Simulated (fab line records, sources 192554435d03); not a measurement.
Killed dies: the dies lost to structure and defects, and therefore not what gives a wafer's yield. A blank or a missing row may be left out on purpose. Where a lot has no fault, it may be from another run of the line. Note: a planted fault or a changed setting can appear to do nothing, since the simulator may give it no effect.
The same fault as seen by 3 desks    flow n5 finfet    only its own numbers are on each desk; what lay behind them is given at the end

TOOL OWNER'S DESK, rie diel-01
The tool's own readings at N5_PASSIVATION_ETCH_54 (etches SiO2 in CHF3/O2, target depth 880 nm, time 440 s): means of the sampled wafers that have a number, for each lot that ran on this tool. If a lot's mean is further than 4 standard deviations from the usual mean, the lot is out of limits and carries the mark OUT (the distance appears in the brackets).
Columns: A = chamber pressure mTorr at N5_PASSIVATION_ETCH_54, usual 29.999 mTorr; B = drypump motor current A at N5_PASSIVATION_ETCH_54, usual 5.6 A; C = oes product au at N5_PASSIVATION_ETCH_54, usual 0.78 a.u.; D = rf vpp V at N5_PASSIVATION_ETCH_54, usual 524 V; E = showerhead plenum p Torr at N5_PASSIVATION_ETCH_54, usual 2.44 Torr; F = throttle valve pct at N5_PASSIVATION_ETCH_54, usual 18.92 %
lot   first seen here  A       B    C     D    E     F
L605  day 14 13:07     30.005  5.6  0.75  532  2.44  18.82
L606  day 14 16:48     29.985  5.2  0.72  531  2.46  18.97
L608  day 15 03:17     29.995  5.6  0.79  530  2.43  18.79
L612  day 16 14:29     30.009  5.5  0.74  530  2.43  18.93
L618  day 18 05:24     29.983  5.2  0.98  531  2.45  18.77
L620  day 18 17:41     29.996  5.1  1.07  531  2.47  18.78
Result from this desk: across the 6 lots, nothing is out of limits.

THE METROLOGY DESK
What the gauges read, lot by lot, whatever tool the lot ran on: means of the sampled wafers that have a number. If a lot's mean is further than 4 standard deviations from the usual mean, the lot is out of limits and carries the mark OUT (the distance appears in the brackets).
Columns: A = cd nm at N5_PASSIVATION_CD_MEAS_44, usual 40001 nm; B = PASS_OPEN_OVL at N5_PASSIVATION_OVL_MEAS_66, usual 0 nm
lot   first seen here  A      B
L605  day 14 12:41     40005  8
L606  day 14 16:26     40000  -6
L608  day 15 02:56     39998  -2
L612  day 16 14:08     40002  7
L618  day 18 05:03     40001  3
L620  day 18 17:20     39999  -3
Result from this desk: across the 6 lots, nothing is out of limits.

THE DEFECT DESK
Counts from the inspections along the route, per lot, as means over the sampled wafers that have a number. If a lot's mean is further than 4 standard deviations from the usual mean, the lot is out of limits and carries the mark OUT (the distance appears in the brackets).
Columns: A = raw defect count at N5_PASSIVATION_INSPECT_67, usual 1.8
lot   first seen here  A
L605  day 14 12:45     1.0
L606  day 14 16:30     2.0
L608  day 15 02:59     2.0
L612  day 16 14:12     2.0
L618  day 18 05:06     2.3
L620  day 18 17:23     1.0
Result from this desk: across the 6 lots, nothing is out of limits.

PUT TOGETHER
Nothing out of limits was seen by the tool owner's desk.
Nothing out of limits was seen by the metrology desk.
No out-of-limits result turned up at the defect desk.

WHAT WAS PUT IN BY THE SIMULATOR
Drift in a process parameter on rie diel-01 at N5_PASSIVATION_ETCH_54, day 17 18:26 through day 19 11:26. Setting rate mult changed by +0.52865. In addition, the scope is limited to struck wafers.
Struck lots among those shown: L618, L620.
